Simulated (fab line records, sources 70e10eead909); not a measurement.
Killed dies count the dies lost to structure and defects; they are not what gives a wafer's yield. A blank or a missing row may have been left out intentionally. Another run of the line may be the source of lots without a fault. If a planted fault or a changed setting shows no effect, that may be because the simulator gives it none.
Matching of chambers -- flow nandHarc -- NHARC_A_CHANNEL_HOLE_D1_DEP_01 on pecvd-01 has 3 sister chambers
The step deposits SiON, target thk 140 nm. 3 wafers are shown with their chamber, then 9 later ones without.

== WAFERS, EACH WITH ITS CHAMBER ==
wafer,chamber,heaterPowerW (W)
L085.2,0,658
L090.3,1,828
L090.4,2,492

== WAFERS WITH NO CHAMBER GIVEN ==
wafer,heaterPowerW (W)
L095.1,787
L095.4,800
L095.5,785
L096.2,479
L096.3,812
L096.4,824
L097.1,556
L097.3,676
L097.6,556

== CHAMBER TAKEN BY EACH ==
wafer,from the rows above,in truth
L095.1,1,1
L095.4,1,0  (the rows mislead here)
L095.5,1,1
L096.2,2,2
L096.3,1,1
L096.4,1,1
L097.1,can't be placed: 2 or 0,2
L097.3,0,0
L097.6,can't be placed: 2 or 0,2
Correct placement for 6 of the 9. From these rows, 2 cannot be placed; in 2 the true chamber is one of the candidates. Number placed wrongly: 1.
How it was worked out, from the rows above alone: a wafer's distance from a chamber is the root of the sum, over the readings, of the square of ((its reading less the chamber's mean) divided by the reading's scatter). The wafer belongs to the nearest chamber; if the next one is less than 2 further off, it can't be placed. Each chamber's mean is taken over the wafers shown for it. The scatter: with one shown wafer a chamber, the root of the mean of the squares of how far each hidden wafer lies from its nearest shown one.
